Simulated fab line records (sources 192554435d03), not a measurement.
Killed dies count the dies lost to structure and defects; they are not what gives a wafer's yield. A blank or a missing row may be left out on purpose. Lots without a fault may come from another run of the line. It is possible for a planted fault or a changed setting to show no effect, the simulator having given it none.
Comparing a struck lot with a sound one | flow n5Finfet | 16 steps out of a route of 1938
Sound: these wafers, L732.1, L732.5, L732.6. Struck: wafer L716.4. (L716.6 of the same lot was not struck and is left out.) The cause comes at the end.
Per side, at each step with rows, come the tool, then ch with its chambers, and then its first start. Under that, the readings that differ: sound wafers | struck wafers | difference of the means | sigmas: that difference in standard deviations of wafers without a fault.
alike: same words and numbers on both sides, and readings whose means sit less than 2 such deviations apart. not compared: any withheld reading, any reading some wafer has no value for, any bound like >300 that may hide the same value, and any number with overlapping values for which the record gives no deviation.
A row with sigmas, a row that says differs or no value, or rows on one side alone: a step with any of these is where the two part. When numbers do not overlap yet have no deviation, they are printed without sigmas and do not part them. Lack of a reading on every wafer of one side parts them only where that side has two or more wafers.

first, 9 steps without rows for these wafers: N5_BEOL_M0_SAQP_COAT_34 (resist thk 30 nm); N5_BEOL_M0_SAQP_EBR_36; N5_BEOL_M0_SAQP_SOFTBAKE_35 (time 60 s); N5_BEOL_M0_SAQP_EXPOSE_37 (exposes mask M0 CUT1, target cd 30 nm); N5_BEOL_M0_SAQP_PEB_38 (peb time 60 s); N5_BEOL_M0_SAQP_DEVELOP_39 (develop time 30 s); N5_BEOL_M0_SAQP_DESCUM_45 (chemistry O2, time 7 s); N5_BEOL_M0_SAQP_ETCH_88 (etches underlayer in N2/H2, target depth 6.5 nm, time 5.2 s); N5_BEOL_M0_SAQP_ETCH_73 (etches SiARC in CF4, target depth 19.5 nm, time 32.5 s).
N5_BEOL_M0_SAQP_CUT_ETCH_46: etches SOC in N2/H2, target depth 135 nm, overetch 27 nm, time 202.5 s.
  sound on rieDiel-03 ch 0,1,3, day 11 16:16; struck on rieDiel-04 ch 0, day 7 08:59
reading                                        | sound          | struck | difference | sigmas
model.SiARC_of_BEOL_M0_SAQP_COAT_72.thkNm (nm) | 4.8 4.8 4.8    | 3.8    | -1.0       | 
model.BEOL_M0_SAQP.cdNm (nm)                   | 29.8 30.2 29.8 | 30.8   | +0.9       | 
  alike: drypumpMotorCurrentA, h2FlowSccm, rfVppV, showerheadPlenumPTorr, throttleValvePct
  not compared: rfHoursCounterH
then, 3 steps without rows for these wafers: N5_BEOL_M0_SAQP_STRIP_74 (strips in N2/H2); N5_BEOL_M0_SAQP_STRIP_89 (strips in N2/H2); N5_BEOL_M0_SAQP_ALD_48 (deposits SiO2, target thk 20 nm, pulse time 1 s, co reactant pulse time 1 s).
N5_BEOL_M0_SAQP_ETCH_49: etches SiO2 in CF4/O2, target depth 37 nm.
  sound on rieDiel-03 ch 1,2, day 11 16:59; struck on rieDiel-04 ch 2, day 7 09:45
reading                      | sound      | struck | difference | sigmas
model.BEOL_M0_SAQP.cdNm (nm) | 30 30.2 30 | 30.8   | +0.7       | 
  alike: drypumpMotorCurrentA, oesProductAu, rfVppV, showerheadPlenumPTorr, throttleValvePct
  not compared: rfHoursCounterH
then, 1 step without rows for these wafers: N5_BEOL_M0_SAQP_STRIP_75 (strips in CF4).
-- here the record skips 3 days between the struck wafers' starts before and after, leaving off in module BEOL_M0_SAQP and picking up in module BEOL_M4 (first step shown: number 1111 of the route) --
N5_BEOL_M4_RC_MEAS_101:
  sound on prober-02 ch 0, day 13 23:29; struck on prober-02 ch 0, day 10 01:13
reading       | sound                | struck | difference | sigmas
ION_P (uA/um) | 469 463 459          | 443    | -21        | -3
VT_P (mV)     | -251.2 -252.6 -249.2 | -257.3 | -6.3       | -2
  alike: DIBL_N, DIBL_P, IOFF_N, IOFF_P, ION_N, SS_N, SS_P, VT_N

== WHERE THEY PART ==
Only at N5_BEOL_M4_RC_MEAS_101, as far as this record shows.

WHY: the cause the simulator had injected
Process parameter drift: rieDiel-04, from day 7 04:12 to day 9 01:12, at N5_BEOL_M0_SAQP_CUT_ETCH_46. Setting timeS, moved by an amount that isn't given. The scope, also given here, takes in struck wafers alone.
